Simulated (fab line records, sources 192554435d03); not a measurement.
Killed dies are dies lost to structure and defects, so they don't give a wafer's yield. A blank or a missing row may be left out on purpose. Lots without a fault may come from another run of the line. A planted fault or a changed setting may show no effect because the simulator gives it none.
Which tool did it? | flow n5_finfet | 10 lots, 28 wafers sampled, at 5 steps of a route of 1938

WHAT THE GAUGES READ, wafer by wafer
N5_BEOL_M4_RC_MEAS_101. Usual: DIBL_N 36.8 mV/V, standard deviation 2.2; DIBL_P 37.0 mV/V, standard deviation 2.8; IOFF_N 0.18 nA/um, standard deviation 0.043; IOFF_P 0.23 nA/um, standard deviation 0.05; ION_N 680 uA/um, standard deviation 14; ION_P 466 uA/um, standard deviation 9.1; SS_N 71.7 mV/dec, standard deviation 0.74; SS_P 73.5 mV/dec, standard deviation 0.79; VT_N 248 mV, standard deviation 4; VT_P -249 mV, standard deviation 4.1.
lot  | measured     | on        | DIBL_N (mV/V)  | DIBL_P (mV/V)  | IOFF_N (nA/um) | IOFF_P (nA/um) | ION_N (uA/um) | ION_P (uA/um) | SS_N (mV/dec)  | SS_P (mV/dec)  | VT_N (mV)   | VT_P (mV)      | flag
L767 | day 9 08:22  | prober-01 | 36.6 32.5      | 39.3 33.7      | 0.18 0.10      | 0.20 0.13      | 682 659       | 455 444       | 71.6 70.4      | 73.9 72.3      | 246 255     | -253 -259      |
L770 | day 9 11:29  | prober-02 | 37.2 34.5 38.6 | 36.0 33.0 38.7 | 0.17 0.13 0.20 | 0.22 0.18 0.26 | 678 658 677   | 465 457 469   | 72.8 71.3 72.6 | 73.9 72.6 73.6 | 248 250 246 | -248 -250 -246 |
L768 | day 9 11:35  | prober-01 | 36.2 39.3 36.2 | 37.8 41.7 38.4 | 0.16 0.21 0.15 | 0.20 0.29 0.20 | 681 692 676   | 464 469 463   | 72.4 73.0 71.3 | 72.9 74.6 72.4 | 250 247 249 | -251 -248 -251 |
L773 | day 10 14:43 | prober-02 | 40.1 38.5 42.5 | 39.8 38.5 42.6 | 0.20 0.19 0.27 | 0.30 0.28 0.36 | 671 681 700   | 470 477 479   | 72.0 71.6 73.1 | 74.3 73.3 74.9 | 249 246 244 | -244 -243 -242 |
L780 | day 11 20:49 | prober-02 | 38.1 40.9 38.4 | 35.3 38.5 35.4 | 0.18 0.22 0.16 | 0.24 0.30 0.23 | 688 693 669   | 475 478 459   | 72.0 72.2 71.9 | 73.1 74.1 73.5 | 249 243 252 | -246 -244 -248 |
L782 | day 12 20:40 | prober-01 | 33.8 36.8 38.4 | 32.3 36.9 38.7 | 0.13 0.18 0.23 | 0.18 0.25 0.27 | 664 682 700   | 461 468 479   | 71.4 71.5 71.8 | 72.0 72.8 73.7 | 253 247 242 | -252 -249 -248 |
L781 | day 12 20:48 | prober-02 | 34.6 30.4 39.2 | 34.2 29.0 40.9 | 0.13 0.08 0.25 | 0.19 0.12 0.31 | 664 636 695   | 457 441 474   | 70.7 69.9 71.6 | 73.0 71.5 74.1 | 252 259 242 | -251 -257 -244 |
L783 | day 13 05:25 | prober-02 | 38.8 37.5 37.8 | 40.2 39.5 38.9 | 0.22 0.20 0.18 | 0.29 0.29 0.25 | 696 696 679   | 472 480 466   | 72.0 72.4 72.2 | 74.7 74.3 74.3 | 247 245 249 | -244 -244 -245 |
L785 | day 13 10:34 | prober-01 | 33.4 37.3 35.5 | 34.3 39.2 37.2 | 0.12 0.20 0.15 | 0.17 0.25 0.22 | 671 687 670   | 460 468 466   | 70.6 71.6 71.4 | 73.1 73.7 73.1 | 256 246 251 | -255 -250 -250 |
L786 | day 13 11:31 | prober-02 | 36.7 37.7      | 37.9 40.2      | 0.20 0.22      | 0.26 0.31      | 686 701       | 474 487       | 72.2 72.3      | 73.6 74.8      | 243 242     | -244 -241      |

WHICH TOOL RAN EACH LOT (tool, then ch and the chambers of the sampled wafers, then the start)
lot  | N5_BEOL_M4_ETCH_70                 | N5_BEOL_M4_DEGAS_44          | N5_BEOL_M4_PRE_CLEAN_45      | N5_BEOL_M4_ANNEAL_89
L767 | rie_diel-06 ch 1,3, day 9 03:55    | pvd_sputter-02, day 9 04:44  | pvd_sputter-02, day 9 04:47  | pvd_sputter-01, day 9 06:17
L770 | rie_diel-04 ch 1,3, day 9 07:11    | pvd_sputter-01, day 9 07:50  | pvd_sputter-01, day 9 07:53  | pvd_sputter-01, day 9 09:26
L768 | rie_diel-05 ch 2,3, day 9 07:13    | pvd_sputter-02, day 9 07:50  | pvd_sputter-02, day 9 07:53  | pvd_sputter-03, day 9 09:30
L773 | rie_diel-05 ch 0,1,2, day 10 10:02 | pvd_sputter-01, day 10 11:06 | pvd_sputter-01, day 10 11:08 | pvd_sputter-03, day 10 12:38
L780 | rie_diel-05 ch 0,2, day 11 15:35   | pvd_sputter-03, day 11 16:38 | pvd_sputter-03, day 11 16:41 | pvd_sputter-01, day 11 18:44
L782 | rie_diel-05 ch 0,1,2, day 12 16:07 | pvd_sputter-02, day 12 16:58 | pvd_sputter-02, day 12 17:01 | pvd_sputter-03, day 12 18:33
L781 | rie_diel-04 ch 1,2, day 12 16:09   | pvd_sputter-01, day 12 17:03 | pvd_sputter-01, day 12 17:05 | pvd_sputter-01, day 12 18:36
L783 | rie_diel-04 ch 1,2,3, day 13 00:49 | pvd_sputter-03, day 13 01:52 | pvd_sputter-03, day 13 01:55 | pvd_sputter-01, day 13 03:29
L785 | rie_diel-04 ch 0,1,2, day 13 06:02 | pvd_sputter-03, day 13 07:01 | pvd_sputter-03, day 13 07:04 | pvd_sputter-03, day 13 08:37
L786 | rie_diel-06 ch 2,3, day 13 06:13   | pvd_sputter-02, day 13 07:02 | pvd_sputter-02, day 13 07:05 | pvd_sputter-02, day 13 09:04
- N5_BEOL_M4_ETCH_70: etches SOC in N2/H2, target depth 80 nm, overetch 24 nm, time 130 s.
- N5_BEOL_M4_DEGAS_44: time 60 s.
- N5_BEOL_M4_PRE_CLEAN_45: time 30 s.
- N5_BEOL_M4_ANNEAL_89: time 240 s.

WHAT THE TOOLS THEMSELVES READ (means of the sampled wafers that have a number; where no wafer has one, the mark that the record gives instead)
N5_BEOL_M4_ETCH_70. Usual: drypump_motor_current_A 5.6 A, standard deviation 0.6; h2_flow_sccm 200.0 sccm, standard deviation 0.52; oes_product_au 0.61 a.u., standard deviation 0.069; rf_vpp_V 524.9 V, standard deviation 2.7; showerhead_plenum_p_Torr 2.58 Torr, standard deviation 0.096; throttle_valve_pct 17.83 %, standard deviation 0.22.
lot  | tool        | drypump_motor_current_A (A) | h2_flow_sccm (sccm) | oes_product_au (a.u.) | rf_vpp_V (V) | showerhead_plenum_p_Torr (Torr) | throttle_valve_pct (%) | flag
L767 | rie_diel-06 | 5.3                         | 200.9               | 0.54                  | 523.1        | 2.54                            | 17.83                  |
L770 | rie_diel-04 | 6.1                         | 200.5               | 0.54                  | 522.2        | 2.49                            | 18.22                  |
L768 | rie_diel-05 | 6.0                         | 199.9               | 0.66                  | 524.5        | 2.60                            | 17.61                  |
L773 | rie_diel-05 | 5.1                         | 199.9               | 0.67                  | 528.0        | 2.67                            | 17.69                  |
L780 | rie_diel-05 | 5.0                         | 200.0               | 0.66                  | 527.0        | 2.66                            | 17.64                  |
L782 | rie_diel-05 | 5.1                         | 200.3               | 0.64                  | 526.3        | 2.66                            | 17.73                  |
L781 | rie_diel-04 | 5.8                         | 200.1               | 0.67                  | 524.2        | 2.55                            | 17.83                  |
L783 | rie_diel-04 | 5.9                         | 199.7               | 0.62                  | 523.3        | 2.50                            | 17.94                  |
L785 | rie_diel-04 | 6.1                         | 200.2               | 0.61                  | 525.0        | 2.56                            | 17.83                  |
L786 | rie_diel-06 | 5.4                         | 200.2               | 0.56                  | 525.0        | 2.61                            | 17.79                  |

N5_BEOL_M4_DEGAS_44. Usual: heater_power_w 343 W, standard deviation 55.
lot  | tool           | heater_power_w (W) | flag
L767 | pvd_sputter-02 | 282                |
L770 | pvd_sputter-01 | 328                |
L768 | pvd_sputter-02 | 314                |
L773 | pvd_sputter-01 | 328                |
L780 | pvd_sputter-03 | 321                |
L782 | pvd_sputter-02 | 342                |
L781 | pvd_sputter-01 | 345                |
L783 | pvd_sputter-03 | 408                |
L785 | pvd_sputter-03 | 349                |
L786 | pvd_sputter-02 | 402                |

N5_BEOL_M4_PRE_CLEAN_45. Usual: heater_power_w 343 W, standard deviation 54.
lot  | tool           | heater_power_w (W) | flag
L767 | pvd_sputter-02 | 282                |
L770 | pvd_sputter-01 | 323                |
L768 | pvd_sputter-02 | 314                |
L773 | pvd_sputter-01 | 328                |
L780 | pvd_sputter-03 | 325                |
L782 | pvd_sputter-02 | 346                |
L781 | pvd_sputter-01 | 338                |
L783 | pvd_sputter-03 | 405                |
L785 | pvd_sputter-03 | 351                |
L786 | pvd_sputter-02 | 404                |

N5_BEOL_M4_ANNEAL_89. Usual: heater_power_w 859 W, standard deviation 130; susceptor_temp_C 400.01 C, standard deviation 0.24.
lot  | tool           | heater_power_w (W) | susceptor_temp_C (C) | flag
L767 | pvd_sputter-01 | 812                | 400.05               |
L770 | pvd_sputter-01 | 803                | 400.05               |
L768 | pvd_sputter-03 | 808                | 400.12               |
L773 | pvd_sputter-03 | 865                | 400.22               |
L780 | pvd_sputter-01 | -                  | -                    | OFF
L782 | pvd_sputter-03 | -                  | -                    | OFF
L781 | pvd_sputter-01 | -                  | -                    | OFF
L783 | pvd_sputter-01 | 798                | 399.92               |
L785 | pvd_sputter-03 | 862                | 400.27               |
L786 | pvd_sputter-02 | 693                | 399.94               |

THE ANSWER, worked out from the rows above alone
Rule: a lot is off if the mean of its wafers that have a number lies more than 3 standard deviations from the usual mean. A lot without any number at a reading at which 4 lots or more have one is off too. The other lots that the step has rows for count as sound. The gauges are gone through in route order, then the tools' own readings, and for those a lot's mean is taken as printed above. The first step at which some lot is off is used, and at that step the reading that is off furthest; a lot without a number counts as furthest.
Off: L780, L782, L781, at N5_BEOL_M4_ANNEAL_89 (heater_power_w). Without a number there: L780, L782, L781.
A tool fits if, at that step or a process step before it, it ran every lot that is off, and no sound lot after the first of them. None of those tried fits.

WHAT THE SIMULATOR HAD PUT IN
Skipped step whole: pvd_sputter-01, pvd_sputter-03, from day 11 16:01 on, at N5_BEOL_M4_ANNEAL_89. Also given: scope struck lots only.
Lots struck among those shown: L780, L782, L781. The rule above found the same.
